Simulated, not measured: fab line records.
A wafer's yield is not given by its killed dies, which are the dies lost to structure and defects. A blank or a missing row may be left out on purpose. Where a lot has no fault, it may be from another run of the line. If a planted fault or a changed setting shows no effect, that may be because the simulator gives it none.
Matching of chambers | flow n5-finfet | N5_BEOL_M2_STRIP_19 on rie-diel-02: 4 sister chambers
The step strips in O2. 18 wafers are shown with their chamber, then 9 later ones without.

== EACH WAFER AND ITS CHAMBER ==
wafer  | chamber | showerhead-plenum-p-Torr (Torr) | throttle-valve-pct (%) | oes-product-au (a.u.)
L080.2 | 2       | 2.00                            | 16.69                  | 0.74
L080.4 | 1       | 1.98                            | 16.80                  | 0.68
L080.6 | 2       | 2.00                            | 16.70                  | 0.75
L084.1 | 1       | 1.98                            | 16.80                  | 0.67
L084.3 | 2       | 2.00                            | 16.72                  | 0.74
L084.4 | 0       | 2.12                            | 16.46                  | 0.89
L085.3 | 1       | 1.98                            | 16.81                  | 0.67
L085.5 | 3       | 2.15                            | 16.44                  | 0.71
L085.6 | 0       | 2.12                            | 16.45                  | 0.88
L088.1 | 2       | 1.99                            | 16.72                  | 0.72
L088.2 | 0       | 2.12                            | 16.50                  | 0.87
L088.4 | 0       | 2.12                            | 16.48                  | 0.86
L089.1 | 0       | 2.11                            | 16.50                  | 0.86
L089.2 | 2       | 1.99                            | 16.73                  | 0.73
L089.4 | 0       | 2.11                            | 16.50                  | 0.87
L091.1 | 0       | 2.11                            | 16.48                  | 0.85
L091.2 | 3       | 2.15                            | 16.47                  | 0.70
L091.3 | 2       | 1.99                            | 16.73                  | 0.73

SIGNATURES, as means of the wafers listed above
reading                  | chamber 0 | chamber 1 | chamber 2 | chamber 3 | scatter within a chamber
showerhead-plenum-p-Torr | 2.1157    | 1.9800    | 1.9950    | 2.1500    | 0.00479
throttle-valve-pct       | 16.4814   | 16.8033   | 16.7150   | 16.4550   | 0.0176
oes-product-au           | 0.8686    | 0.6733    | 0.7350    | 0.7050    | 0.0112
Rule: distance of a wafer from a chamber = root of the sum over the readings of ((wafer's reading minus chamber's mean) / reading's scatter) squared. The wafer belongs to the nearest chamber; if the next one is less than 2 further off, it can't be placed. The scatter: take each reading less its chamber's mean, square it, sum over the shown wafers, divide by the number of wafers less the number of chambers, and take the root.

== WAFERS MISSING THEIR CHAMBER ==
wafer  | showerhead-plenum-p-Torr (Torr) | throttle-valve-pct (%) | oes-product-au (a.u.)
L091.4 | 2.11                            | 16.50                  | 0.86
L091.5 | 2.15                            | 16.47                  | 0.70
L091.6 | 1.99                            | 16.73                  | 0.72
L095.3 | 1.99                            | 16.76                  | 0.71
L095.4 | 2.15                            | 16.48                  | 0.70
L095.5 | 2.24                            | 16.38                  | 0.94
L096.3 | 2.24                            | 16.40                  | 0.93
L096.5 | 1.99                            | 16.74                  | 0.71
L096.6 | 2.24                            | 16.38                  | 0.93

== THE CHAMBER EACH PASSED THROUGH ==
wafer  | from the rows above     | in truth
L091.4 | 0                       | 0
L091.5 | 3                       | 3
L091.6 | 2                       | 2
L095.3 | can't be placed: 2 or 1 | 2
L095.4 | 3                       | 3
L095.5 | can't be placed: 0 or 3 | 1
L096.3 | can't be placed: 0 or 3 | 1
L096.5 | 2                       | 2
L096.6 | can't be placed: 0 or 3 | 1
Placed correctly: 5 of 9. Unplaceable from these rows: 4, with the true chamber sitting among the candidates in 1. Number placed wrongly: 0.
